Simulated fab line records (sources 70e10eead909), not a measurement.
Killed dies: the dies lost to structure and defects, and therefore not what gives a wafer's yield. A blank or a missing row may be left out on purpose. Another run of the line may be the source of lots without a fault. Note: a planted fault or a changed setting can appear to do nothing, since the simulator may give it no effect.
Struck lot and sound lot, side by side + flow nand_harc + 16 out of 1302 route steps
Sound: the wafers L950.2, L950.5, L950.6. Struck: wafers L960.1, L960.3. (L960.2 of the same lot was not struck and is left out.) The cause comes at the end.
Per side, at each step with rows, come the tool, then ch with its chambers, and then its first start. Under that, the readings that differ: sound wafers + struck wafers + difference of the means + sigmas: that difference in standard deviations of wafers without a fault.
alike: a reading whose means differ by less than 2 such deviations, as well as words and numbers matching on both sides. not compared: withheld readings; readings where some wafer has no value; bounds like >300 that might hide an equal value; numbers whose values overlap and for which the record gives no deviation.
A row with sigmas, a row that says differs or no value, or rows on one side alone: a step with any of these is where the two part. Non-overlapping numbers with no deviation appear without sigmas and do not part them. A reading that every wafer of one side lacks parts them only if that side has two wafers or more.

NHARC_A_ONON_D2_THK_MEAS_08: measures by ellipsometry.
  struck on film_metro-01, day 16 22:31; sound on film_metro-02, day 13 07:20
  alike: thk_nm
then, 1 step without rows for these wafers: NHARC_A_ONON_D2_DEP_09 (target thk 1000 nm).
NHARC_A_ONON_D2_THK_MEAS_11: measures by ellipsometry.
  struck on film_metro-01, day 16 23:05; sound on film_metro-01, day 13 07:54
  alike: thk_nm
then, 1 step without rows for these wafers: NHARC_A_ONON_D2_DEP_12 (target thk 1000 nm).
NHARC_A_ONON_D2_THK_MEAS_14: measures by ellipsometry.
  struck on film_metro-01, day 16 23:38; sound on film_metro-02, day 13 08:28
  alike: thk_nm
then, 2 steps without rows for these wafers: NHARC_A_ONON_D2_ANNEAL_15 (time 3600 s); NHARC_A_ONON_D2_DEP_16 (target thk 1000 nm).
NHARC_A_ONON_D2_THK_MEAS_18: measures by ellipsometry.
  struck on film_metro-01, day 17 07:22; sound on film_metro-02, day 13 15:47
  alike: thk_nm
then, 1 step without rows for these wafers: NHARC_A_ONON_D2_DEP_19 (target thk 1000 nm).
NHARC_A_ONON_D2_THK_MEAS_21: measures by ellipsometry.
  struck on film_metro-02, day 17 07:56; sound on film_metro-01, day 13 16:21
  alike: thk_nm
then, 1 step without rows for these wafers: NHARC_A_ONON_D2_DEP_22 (target thk 1000 nm).
NHARC_A_ONON_D2_THK_MEAS_24: measures by ellipsometry.
  struck on film_metro-01, day 17 08:31; sound on film_metro-01, day 13 16:55
  alike: thk_nm
NHARC_A_ONON_D2_DEP_25: target thk 1000 nm.
  sound on pecvd_onon-03 ch 0, day 13 17:02; struck on pecvd_onon-03 ch 0, day 17 08:34
NHARC_A_ONON_D2_THK_MEAS_27: measures by ellipsometry.
  struck on film_metro-01, day 17 09:04; sound on film_metro-01, day 13 17:29
| reading     | sound          | struck  | difference | sigmas |
|-------------|----------------|---------|------------|--------|
| thk_nm (nm) | 1010 1010 1009 | 497 499 | -512       | -51    |
then, 1 step without rows for these wafers: NHARC_A_ONON_D2_DEP_28 (target thk 1000 nm).
-- the record jumps here: 11 days lie between the struck wafers' starts before and after (it left off in module A_ONON_D2 and takes up again in module END, whose first step shown is number 1302 of the route) --
NHARC_END_SORT_01:
  here the record holds rows for the struck wafers (prober-01 ch 0, day 28 19:38) but none for the sound ones

== WHERE THEY PART ==
Last at NHARC_END_SORT_01 as far as this record goes, first at NHARC_A_ONON_D2_THK_MEAS_27.

WHY: what had been put in by the simulator
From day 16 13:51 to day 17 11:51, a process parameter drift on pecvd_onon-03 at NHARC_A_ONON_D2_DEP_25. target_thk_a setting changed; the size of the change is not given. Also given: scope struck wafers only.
